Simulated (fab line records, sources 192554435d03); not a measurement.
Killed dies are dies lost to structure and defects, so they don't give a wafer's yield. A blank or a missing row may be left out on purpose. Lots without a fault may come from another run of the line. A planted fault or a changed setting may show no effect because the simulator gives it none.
Split-lot experiment | flow n5_finfet | 7 lots, 21 wafers read, on a route of 1938 steps

THE SPLIT
At N5_WELL_APT_COAT_02 (resist thk 950 nm), the setting spin_rpm was moved away from the recipe's 1357 rpm on 3 of the 21 wafers read, by -4.1% to +10.2%. The other wafers ran this setting at the recipe's value.

The reading is taken at the split's own step.

THE READING
coat_of_WELL_APT_COAT_02.thk_nm (the simulator's own value, which no gauge read), in nm, at N5_WELL_APT_COAT_02 (resist thk 950 nm). The file gives no usual value for it. The 18 wafers here that ran the recipe average 951.6 nm, standard deviation 2.3 nm.

wafer  | tool, chamber at the split | spin_rpm as run, rpm | against the recipe | coat_of_WELL_APT_COAT_02.thk_nm, nm | against lot-mates on the recipe
L078.1 | litho_track-02, 0          | 1357                 | recipe             | 950.2                               | -
L078.3 | litho_track-02, 0          | 1357                 | recipe             | 952.7                               | -
L078.5 | litho_track-02, 0          | 1495                 | +10.2%             | 906.8                               | -44.7
L079.2 | litho_track-02, 0          | 1302                 | -4.1%              | 973.4                               | +19.4
L079.5 | litho_track-02, 0          | 1357                 | recipe             | 952                                 | -
L079.6 | litho_track-02, 0          | 1357                 | recipe             | 955.9                               | -
L081.3 | litho_track-02, 0          | 1357                 | recipe             | 953.3                               | -
L081.4 | litho_track-02, 0          | 1357                 | recipe             | 950                                 | -
L081.6 | litho_track-02, 0          | 1357                 | recipe             | 953.2                               | -
L083.1 | litho_track-02, 0          | 1491                 | +9.9%              | 908.4                               | -42.5
L083.2 | litho_track-02, 0          | 1357                 | recipe             | 951.4                               | -
L083.4 | litho_track-02, 0          | 1357                 | recipe             | 950.4                               | -
L086.2 | litho_track-02, 0          | 1357                 | recipe             | 949.6                               | -
L086.4 | litho_track-02, 0          | 1357                 | recipe             | 948.2                               | -
L086.6 | litho_track-02, 0          | 1357                 | recipe             | 950.2                               | -
L089.2 | litho_track-05, 0          | 1357                 | recipe             | 948.9                               | -
L089.4 | litho_track-05, 0          | 1357                 | recipe             | 949.7                               | -
L089.5 | litho_track-05, 0          | 1357                 | recipe             | 949.2                               | -
L091.1 | litho_track-01, 0          | 1357                 | recipe             | 954.8                               | -
L091.2 | litho_track-01, 0          | 1357                 | recipe             | 956                                 | -
L091.4 | litho_track-01, 0          | 1357                 | recipe             | 953.2                               | -

THE FIT
A straight line over all 21 wafers: coat_of_WELL_APT_COAT_02.thk_nm changes by -4.48 nm for each +1% of spin_rpm; r = -0.99; the points scatter about the line by 2.4 nm.
The same after taking each lot's own level away (the mean of its wafers on the recipe; 21 wafers): -4.39 nm for each +1%; r = -1.00; scatter 1.2 nm.
On that fit, the largest move of spin_rpm shifts the reading by 45 nm.
The lots' own levels span 949.27 to 954.67 nm, that is 2.3 times the standard deviation above.
So the lot-to-lot level changes the slope little: the two slopes agree.
Check: with one of the wafers moved furthest among these (+10.2%) left out of the fit, the line predicts -44.4 nm for it against its lot-mates. It came out at -44.7 nm against them.

THE FILE'S OWN FIT
coat_of_WELL_APT_COAT_02.thk_nm changes by -4.38 nm for each +1% of spin_rpm, r = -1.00.
